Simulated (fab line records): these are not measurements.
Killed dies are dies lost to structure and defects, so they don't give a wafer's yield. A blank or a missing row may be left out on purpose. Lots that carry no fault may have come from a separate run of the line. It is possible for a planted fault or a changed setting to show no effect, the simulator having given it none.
3 desks looking at one fault	flow n5-finfet	every desk sees just its own numbers, and what lay behind them comes last

## THE DEFECT DESK
Inspection counts along the route, by lot: the mean over sampled wafers that carry a number. The brackets show how far a lot's mean lies from the usual mean; more than 4 standard deviations puts the lot out of limits, marked OUT.
Columns: A = raw-defect-count at N5_PASSIVATION_INSPECT_61, usual 2.2
lot	first seen here	A
L268	day 13 16:56	2.7
L271	day 13 22:03	3.0
L275	day 15 01:05	3.7
L276	day 15 07:19	1.0
L281	day 16 23:35	2.0
Result from this desk: across the 5 lots, nothing is out of limits.

## AT THE METROLOGY DESK
Means of the sampled wafers that have a number, per lot and without regard to the tool the lot ran on: this is what the gauges read. The brackets show how far a lot's mean lies from the usual mean; more than 4 standard deviations puts the lot out of limits, marked OUT.
Columns: A = cd-nm at N5_PASSIVATION_CD_MEAS_10, usual 2999.6 nm; B = TV_OVL at N5_PASSIVATION_OVL_MEAS_60, usual -4 nm
lot	first seen here	A	B
L268	day 13 16:53	2999.5	-2
L271	day 13 22:00	3000.1	-6
L275	day 15 01:02	2999.8	-8
L276	day 15 07:16	3001.3	-5
L281	day 16 23:32	3000.5	-0
Result from this desk: across the 5 lots, nothing is out of limits.

## DESK OF THE TOOL OWNER: rie-diel-02
The tool's own readings at N5_PASSIVATION_PASS_ETCH_74 (etches SiNx in CF4/O2, target depth 220 nm, time 110 s): means of the sampled wafers that have a number, for each lot that ran on this tool. The brackets show how far a lot's mean lies from the usual mean; more than 4 standard deviations puts the lot out of limits, marked OUT. Readings shown: 7 out of 8 (the first out of limits, and those lying furthest out on some lot).
Columns: A = O2_flow_sccm at N5_PASSIVATION_PASS_ETCH_74, usual 10.00 sccm; B = oes_f_703_au at N5_PASSIVATION_PASS_ETCH_74, usual 0.76 a.u.; C = oes-product-au at N5_PASSIVATION_PASS_ETCH_74, usual 0.76 a.u.; D = rf-fwd-power-W at N5_PASSIVATION_PASS_ETCH_74, usual 532.7 W; E = rf-vpp-V at N5_PASSIVATION_PASS_ETCH_74, usual 242 V; F = showerhead-plenum-p-Torr at N5_PASSIVATION_PASS_ETCH_74, usual 2.21 Torr; G = throttle-valve-pct at N5_PASSIVATION_PASS_ETCH_74, usual 16.01 %
lot	first seen here	A	B	C	D	E	F	G
L271	day 13 22:28	10.00	0.74	0.73	532.3	242	2.17	15.99
L276	day 15 07:25	9.98	0.76	0.77	533.2	243	2.25	15.96
L281	day 16 23:52	9.96	0.69	0.73	490.0 (-25) OUT	256 (+4.7) OUT	2.24	15.98
Finding of this desk: L281 out of limits; the first was L281 at day 16 23:52, on rf-fwd-power-W at N5_PASSIVATION_PASS_ETCH_74. Within limits: L271, L276.

## PUT TOGETHER
An alarm could have come from the tool owner's desk at day 16 23:52, on L281.
Nothing the defect desk looked at was out of limits.
At the metrology desk, nothing out of limits was observed.
The defect desk has L281 on record, within its limits.
The metrology desk has L281 on record, within its limits.
Every lot named ran N5_PASSIVATION_PASS_ETCH_74 on rie-diel-02.

## WHAT THE SIMULATOR HAD INSERTED
rie-diel-02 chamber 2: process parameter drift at N5_PASSIVATION_PASS_ETCH_74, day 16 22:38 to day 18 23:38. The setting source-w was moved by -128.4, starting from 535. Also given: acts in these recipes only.
Struck lots among those shown: L281.
How many hours passed from the start of the fault until each desk's first out-of-limits reading: the tool owner's desk, 1.
